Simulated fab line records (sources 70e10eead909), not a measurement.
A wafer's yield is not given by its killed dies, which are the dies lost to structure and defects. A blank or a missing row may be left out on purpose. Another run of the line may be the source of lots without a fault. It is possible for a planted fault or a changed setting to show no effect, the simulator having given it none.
Which tool did it? / flow nand_harc / 11 lots with 33 wafers sampled at 3 steps, on a route of 1159 steps

WHAT EACH GAUGE READ, for each wafer
NHARC_P_ZERO_WELL_CD_MEAS_37: target cd 720 nm.
lot=L785; measured=day 2 10:10; on=cd_sem-03; cd_nm (nm)=734.6 733.0 736.4 734.8 732.7 736.5
lot=L787; measured=day 2 22:10; on=cd_sem-03; cd_nm (nm)=723.9 720.6 722.2
lot=L795; measured=day 4 22:09; on=cd_sem-01; cd_nm (nm)=718.5 720.1 718.4
lot=L796; measured=day 5 04:08; on=cd_sem-02; cd_nm (nm)=719.3 720.9 717.2
lot=L797; measured=day 5 10:08; on=cd_sem-01; cd_nm (nm)=717.6 719.4 720.6
lot=L799; measured=day 5 22:17; on=cd_sem-02; cd_nm (nm)=721.0 722.8 721.0
lot=L801; measured=day 6 10:05; on=cd_sem-01; cd_nm (nm)=720.8 723.2 722.8
lot=L802; measured=day 6 16:14; on=cd_sem-03; cd_nm (nm)=721.2 719.4 720.0
lot=L803; measured=day 6 22:17; on=cd_sem-02; cd_nm (nm)=721.8 721.9 720.8
lot=L804; measured=day 7 04:16; on=cd_sem-02; cd_nm (nm)=718.3 721.5 718.3
lot=L805; measured=day 7 10:07; on=cd_sem-02; cd_nm (nm)=722.1 718.4 720.7

NHARC_P_GATE_INSPECT_28.
lot=L785; measured=day 5 13:58; on=defect_inspect-01; raw_defect_count=4 4 2
lot=L787; measured=day 5 20:23; on=defect_inspect-02; raw_defect_count=8 1 3
lot=L795; measured=day 7 21:32; on=defect_inspect-02; raw_defect_count=11 6 2
lot=L796; measured=day 8 15:35; on=defect_inspect-01; raw_defect_count=2 5 6
lot=L797; measured=day 8 14:46; on=defect_inspect-01; raw_defect_count=1 7 4
lot=L799; measured=day 8 21:22; on=defect_inspect-01; raw_defect_count=9 7 10
lot=L801; measured=day 9 12:04; on=defect_inspect-01; raw_defect_count=7 10 7
lot=L802; measured=day 9 19:44; on=defect_inspect-01; raw_defect_count=6 10 10
lot=L803; measured=day 9 19:07; on=defect_inspect-02; raw_defect_count=5 5 2
lot=L804; measured=day 10 10:47; on=defect_inspect-01; raw_defect_count=10 6 2
lot=L805; measured=day 10 11:23; on=defect_inspect-02; raw_defect_count=6 10 6

WHICH TOOL RAN EACH LOT (tool, then ch and the chambers of the sampled wafers, then the start)
lot=L785; NHARC_P_ZERO_WELL_EXPOSE_34=krf_scanner-01 ch 0, day 2 10:01
lot=L787; NHARC_P_ZERO_WELL_EXPOSE_34=krf_scanner-01 ch 0, day 2 22:01
lot=L795; NHARC_P_ZERO_WELL_EXPOSE_34=krf_scanner-01 ch 0, day 4 21:59
lot=L796; NHARC_P_ZERO_WELL_EXPOSE_34=krf_scanner-01 ch 0, day 5 03:58
lot=L797; NHARC_P_ZERO_WELL_EXPOSE_34=krf_scanner-04 ch 0, day 5 09:59
lot=L799; NHARC_P_ZERO_WELL_EXPOSE_34=krf_scanner-04 ch 0, day 5 22:08
lot=L801; NHARC_P_ZERO_WELL_EXPOSE_34=krf_scanner-01 ch 0, day 6 09:56
lot=L802; NHARC_P_ZERO_WELL_EXPOSE_34=krf_scanner-02 ch 0, day 6 16:05
lot=L803; NHARC_P_ZERO_WELL_EXPOSE_34=krf_scanner-02 ch 0, day 6 22:08
lot=L804; NHARC_P_ZERO_WELL_EXPOSE_34=krf_scanner-01 ch 0, day 7 04:07
lot=L805; NHARC_P_ZERO_WELL_EXPOSE_34=krf_scanner-01 ch 0, day 7 09:57
- NHARC_P_ZERO_WELL_EXPOSE_34: exposes mask P PWELL, target cd 720 nm.

AS READ BY THE TOOLS THEMSELVES (means over the sampled wafers that have a number; for cases with no such wafer, the mark the record gives instead)
The record holds no such reading with a usual standard deviation.

THE ANSWER, worked out from the rows above alone
Rule: usual is defined by the lots themselves. The widest of any qualifying gaps counts: lots, ordered by their means at a reading, are off when they make up no more than a third of the lots, leave a main group of 4 or more, and stand apart from it by 3 or more times the standard deviation of that group's means. A main group is skipped when, at the precision printed for the reading in the tables above, its means are all equal. A lot without any number at a reading at which 4 lots or more have one is off too. The other lots that the step has rows for count as sound. The gauges are gone through in route order, then the tools' own readings, and for those a lot's mean is taken as printed above. The first step at which some lot is off is used, and at that step the reading that is off furthest; a lot without a number counts as furthest.
Off: L785, at NHARC_P_ZERO_WELL_CD_MEAS_37 (cd_nm). The main group: mean 720.5 nm, standard deviation 1.2.
A tool fits if, at a process step before that reading, it ran every lot that is off, and no sound lot after the first of them. Those tools and the gauges at NHARC_P_ZERO_WELL_CD_MEAS_37 are tried in the same way. None of those tried fits.

WHAT HAD BEEN PUT IN BY THE SIMULATOR
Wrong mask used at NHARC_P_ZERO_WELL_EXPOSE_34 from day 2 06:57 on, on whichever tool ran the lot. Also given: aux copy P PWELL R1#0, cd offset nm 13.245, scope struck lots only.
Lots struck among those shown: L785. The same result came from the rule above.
